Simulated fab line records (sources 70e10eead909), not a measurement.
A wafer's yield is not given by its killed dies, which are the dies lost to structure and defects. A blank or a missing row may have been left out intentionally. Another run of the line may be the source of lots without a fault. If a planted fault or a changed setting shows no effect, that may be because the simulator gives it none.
The same fault as seen by 2 desks / flow nandHarc / numbers are kept per desk, each desk with only its own; the story behind them comes last

== AT THE METROLOGY DESK ==
Lot by lot, what the gauges showed, no matter which tool ran the lot: averages of those sampled wafers that carry a number. Any lot whose mean is over 4 standard deviations away from the usual mean is out of limits and marked OUT; that distance is given in the brackets.
Columns: A = cdNm at NHARC_THIN_TSV_CD_MEAS_33, usual 4999.7 nm; B = cdNm at NHARC_THIN_TSV_CD_MEAS_37, usual 4999.8 nm
lot=L508; first seen here=day 24 12:53; A=5000.1; B=4998.1
lot=L516; first seen here=day 27 20:19; A=5000.3; B=5000.4
lot=L528; first seen here=day 32 17:27; A=4999.2; B=5009.0 (+4.4) OUT
lot=L529; first seen here=day 32 19:05; A=5000.7; B=5001.3
lot=L530; first seen here=day 32 20:05; A=4999.2; B=4998.6
Finding of this desk: L528 out of limits; the first was L528 at day 32 18:53, on cdNm at NHARC_THIN_TSV_CD_MEAS_37. L508, L516, L529, L530: within limits.

== TOOL OWNER'S DESK, rieMetal-01 ==
The tool's own readings at NHARC_THIN_TSV_ETCH_59 (etches the open film in Cl2/BCl3, target depth 880 nm, time 138.1 s): means of the sampled wafers that have a number, for each lot that ran on this tool. Any lot whose mean is over 4 standard deviations away from the usual mean is out of limits and marked OUT; that distance is given in the brackets.
Columns: A = drypumpMotorCurrentA at NHARC_THIN_TSV_ETCH_59, usual 5.62 A; B = oesProductAu at NHARC_THIN_TSV_ETCH_59, usual 0.997 a.u.; C = throttleValvePct at NHARC_THIN_TSV_ETCH_59, usual 22.265 %
lot=L516; first seen here=day 27 20:35; A=5.85; B=0.997; C=22.270
lot=L528; first seen here=day 32 17:49; A=5.79; B=0.811 (-27) OUT; C=22.258
Finding of this desk: L528 out of limits; the first was L528 at day 32 17:49, on oesProductAu at NHARC_THIN_TSV_ETCH_59. L516: within limits.

== BROUGHT TOGETHER ==
The tool owner's desk could have raised an alarm at day 32 17:49, on L528.
L528 would have let the metrology desk raise an alarm at day 32 18:53.
Of the lots named, all ran NHARC_THIN_TSV_ETCH_59 on rieMetal-01.

== WHAT THE SIMULATOR PUT IN ==
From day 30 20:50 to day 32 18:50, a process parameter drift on rieMetal-01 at NHARC_THIN_TSV_ETCH_59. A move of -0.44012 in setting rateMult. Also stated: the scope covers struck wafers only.
Lots struck among those shown: L528.
Counting hours from when the fault started, the first reading out of limits came at 45 for the tool owner's desk and at 46 for the metrology desk.
